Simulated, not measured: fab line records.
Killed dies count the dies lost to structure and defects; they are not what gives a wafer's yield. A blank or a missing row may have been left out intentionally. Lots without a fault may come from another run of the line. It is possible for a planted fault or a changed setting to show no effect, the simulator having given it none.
A struck lot beside a sound one    flow n5-finfet    37 out of 1938 route steps
Sound: the wafers L167.4, L167.5, L167.6. Wafers L161.1, L161.3, L161.5 were the ones struck. Last of all comes the cause.
Each step with rows lists, per side, the tool, then ch with its chambers, then its first start. Under that, the readings that differ: sound wafers    struck wafers    difference of the means    sigmas: that difference in standard deviations of wafers without a fault.
alike: readings with means less than 2 such deviations apart, plus words and numbers identical on both sides. not compared: withheld readings, readings lacking a value on some wafer, bounds such as >300 that could conceal the same value, and numbers that have no deviation in the record and whose values overlap.
Wherever a step has rows on one side only, a row that says differs or no value, or a row with sigmas, the two part there. Numbers that have no deviation but don't overlap get no sigmas and don't part them. A reading that every wafer of one side lacks parts them only if that side has two wafers or more.

first, 9 steps without rows for these wafers: N5_BEOL_M4_ANNEAL_95 (time 240 s); N5_BEOL_M4_SPUTTER_96 (material Cu, target thk 4.5 nm, time 8.29 s); N5_BEOL_M4_ECD_50 (material Cu, target thk 300 nm); N5_BEOL_M4_ANNEAL_51 (time 90 s); N5_BEOL_M4_CMP_52 (polishes, stops on SiOC, t overpolish 6.8 s, target thk 40 nm); N5_BEOL_M4_PRE_CLEAN_60 (time 15 s); N5_BEOL_M4_CO_CAP_55 (material Co, precursor CCTBA/H2, target thk 2 nm, time 102.1 s); N5_BEOL_M4_PRE_CLEAN_56 (time 15 s); N5_BEOL_M4_DEP_57 (deposits SiCN from 3MS/NH3, target thk 8 nm, time 14 s).
N5_BEOL_M4_RC_MEAS_101:
  sound on prober-02 ch 0, day 14 01:14; struck on prober-01 ch 0, day 12 07:28
  alike: DIBL_N, DIBL_P, IOFF_N, IOFF_P, ION_N, ION_P, SS_N, SS_P, VT_N, VT_P
then, 24 steps without rows for these wafers: N5_BEOL_M5_ILD_DEP_00 (deposits SiCOH lowk from DEMS/porogen, target thk 140.64 nm, time 25.9 s); N5_BEOL_M5_CURE_79 (cures SiCOH lowk, time 240 s); N5_BEOL_M5_PECVD_70 (deposits SiO2 from TEOS/O2, target thk 16 nm, time 18 s); N5_BEOL_M5_HM_DEP_02 (deposits TiN, target thk 20 nm); N5_BEOL_M5_COAT_59 (time 60 s, resist thk 60 nm); N5_BEOL_M5_COAT_60 (time 60 s, resist thk 12 nm); N5_BEOL_M5_COAT_71 (time 60 s, resist thk 5 nm); N5_BEOL_M5_COAT_05 (resist thk 30 nm); N5_BEOL_M5_EBR_07; N5_BEOL_M5_SOFTBAKE_06 (time 60 s); N5_BEOL_M5_EXPOSE_08 (exposes mask M5, target cd 28 nm); N5_BEOL_M5_PEB_09 (peb time 60 s); N5_BEOL_M5_DEVELOP_10 (develop time 30 s); N5_BEOL_M5_DESCUM_16 (chemistry O2, time 7 s); N5_BEOL_M5_ETCH_72 (etches underlayer in N2/H2, target depth 6.5 nm, time 5.2 s); N5_BEOL_M5_ETCH_61 (etches SiARC in CF4, target depth 15.6 nm, time 26 s); N5_BEOL_M5_ETCH_62 (etches SOC in N2/H2, target depth 75 nm, overetch 15 nm, time 112.5 s); N5_BEOL_M5_STRIP_63 (strips in N2/H2); N5_BEOL_M5_STRIP_73 (strips in N2/H2); N5_BEOL_M5_STRIP_64 (strips in CF4); N5_BEOL_M5_HM_OPEN_17 (chemistry Cl2/BCl3, target TiN, target depth 20 nm, overetch 6 nm); N5_BEOL_M5_STRIP_19 (strips in O2); N5_BEOL_M5_COAT_65 (time 60 s, resist thk 60 nm); N5_BEOL_M5_COAT_66 (time 60 s, resist thk 12 nm).
-- record jumps: 3 days separate the struck wafers' starts on either side; left off in module BEOL_M5, taken up again in module BEOL_M11, whose first shown step is the route's number 1592 --
N5_BEOL_M11_CVD_75: deposits Co from CCTBA/H2, target thk 2 nm, time 138.9 s.
  sound on cvd-co-02 ch 1,2, day 16 11:59; struck on cvd-co-01 ch 0,2, day 15 05:44
  no value came back on the struck wafers for chamber-pressure-Torr (Torr), run-length-s (s), time-s (s); on the sound wafers chamber-pressure-Torr (Torr) reads 30.02 30.19 30.11
N5_BEOL_M11_CMP_52: polishes, stops on SiCOH lowk, t overpolish 7 s, target thk 140 nm.
  sound on cmp-02 ch 2,3, day 16 12:46; struck on cmp-03 ch 0,2,3, day 15 06:38
reading                       sound           struck          difference  sigmas
barrier-field-endpoint-s (s)  29.1 30.3 29.7  26.8 26.5 26.3  -3.2        -4
  alike: clearing-platen-rpm, motor-current-A
N5_PASSIVATION_PROBE_49:
  sound: prober-02 at day 17 23:41; struck: prober-02 at day 16 20:39
reading                   sound           struck          difference  sigmas
defect-limited-yield (%)  91.7 91.4 89.3  25.3 24.6 26.3  -65.4       -44
killed_at_M4_up           11 15 14        814 807 815     +799        +99 or more
killed-dies               98 102 126      881 890 870     +772        +43
killed-on-rim             14 15 14        147 146 149     +133        +36
sort_bin_5_function (%)   5.1 5.1 5.5     62.0 62.7 63.1  +57.4       +52
sort_bin_6_memory (%)     2.6 3.1 4.6     11.9 12.1 10.3  +8.0        +12
sort-n-pass               1082 1078 1054  299 290 310     -772        -43
sort-yield-pct (%)        91.7 91.4 89.3  25.3 24.6 26.3  -65.4       -44
  alike: killed_at_M0_to_M3, killed-at-contacts, killed-at-front-end, killed-at-other, killed-open, killed-short

## WHERE THEY PART
Earliest at N5_BEOL_M11_CVD_75; latest, in this record, at N5_PASSIVATION_PROBE_49.

WHY: whatever the simulator had introduced
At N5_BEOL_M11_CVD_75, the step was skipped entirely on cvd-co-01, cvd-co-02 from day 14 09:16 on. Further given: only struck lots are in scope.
